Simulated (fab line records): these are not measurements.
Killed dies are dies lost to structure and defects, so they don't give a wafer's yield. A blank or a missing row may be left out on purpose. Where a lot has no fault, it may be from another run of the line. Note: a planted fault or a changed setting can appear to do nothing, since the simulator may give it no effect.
Matching of chambers | flow nand harc | 4 sister chambers for NHARC_A_CHANNEL_HOLE_D1_ETCH_38 on rie diel-10
The step etches the open film in CF4, target depth 39 nm, time 65 s. 20 wafers are shown with their chamber, then 9 later ones without.

== EACH WAFER AND ITS CHAMBER ==
wafer  | chamber | showerhead plenum p Torr (Torr) | drypump motor current A (A) | oes product au (a.u.)
L884.1 | 0       | 1.74                            | 6.0                         | 0.991
L884.2 | 2       | 1.86                            | 5.3                         | 1.010
L884.4 | 1       | 1.73                            | 5.1                         | 0.998
L886.4 | 1       | 1.73                            | 5.1                         | 1.003
L886.5 | 0       | 1.74                            | 6.0                         | 1.002
L886.6 | 3       | 1.72                            | 5.9                         | 1.016
L887.2 | 0       | 1.74                            | 6.0                         | 0.990
L887.3 | 2       | 1.86                            | 5.3                         | 1.005
L888.1 | 3       | 1.72                            | 5.9                         | 1.014
L888.2 | 0       | 1.74                            | 6.0                         | 0.995
L888.4 | 1       | 1.73                            | 5.1                         | 0.985
L896.1 | 0       | 1.73                            | 6.0                         | 0.982
L896.2 | 2       | 1.86                            | 5.2                         | 0.998
L896.5 | 0       | 1.73                            | 6.0                         | 0.975
L898.4 | 2       | 1.86                            | 5.3                         | 0.994
L898.5 | 2       | 1.86                            | 5.3                         | 0.997
L898.6 | 1       | 1.73                            | 5.1                         | 0.975
L899.3 | 1       | 1.73                            | 5.1                         | 0.991
L899.4 | 0       | 1.73                            | 6.0                         | 0.987
L899.6 | 0       | 1.73                            | 6.0                         | 0.986

SIGNATURES (means of the wafers above)
reading                  | chamber 0 | chamber 1 | chamber 2 | chamber 3 | scatter within a chamber
showerhead plenum p Torr | 1.7350    | 1.7300    | 1.8600    | 1.7200    | 0.00354
drypump motor current A  | 6.000     | 5.100     | 5.280     | 5.900     | 0.0224
oes product au           | 0.98850   | 0.99040   | 1.00080   | 1.01500   | 0.00837
Rule: distance of a wafer from a chamber = root of the sum over the readings of ((wafer's reading minus chamber's mean) / reading's scatter) squared. The wafer belongs to the nearest chamber; if the next one is less than 2 further off, it can't be placed. How the scatter is found: for the shown wafers, subtract from each reading the mean of its chamber, square and add these, divide the total by (wafers less chambers), then take the root.

== WAFERS WITH NO CHAMBER GIVEN ==
wafer  | showerhead plenum p Torr (Torr) | drypump motor current A (A) | oes product au (a.u.)
L901.1 | 1.73                            | 5.1                         | 0.989
L901.2 | 1.73                            | 6.0                         | 0.980
L901.3 | 1.72                            | 5.9                         | 1.003
L902.1 | 1.73                            | 6.0                         | 0.986
L902.4 | 1.73                            | 5.1                         | 0.986
L902.5 | 1.86                            | 5.3                         | 0.984
L903.2 | 1.73                            | 5.1                         | 1.011
L903.3 | 1.71                            | 5.9                         | 1.009
L903.4 | 1.73                            | 6.0                         | 0.993

== WHICH CHAMBER EACH WENT THROUGH ==
wafer  | from the rows above | in truth
L901.1 | 1                   | 1
L901.2 | 0                   | 0
L901.3 | 3                   | 3
L902.1 | 0                   | 0
L902.4 | 1                   | 1
L902.5 | 2                   | 2
L903.2 | 1                   | 1
L903.3 | 3                   | 3
L903.4 | 0                   | 0
Correctly placed: 9 of 9. Can't be placed from these rows: 0. 0 placed wrongly.
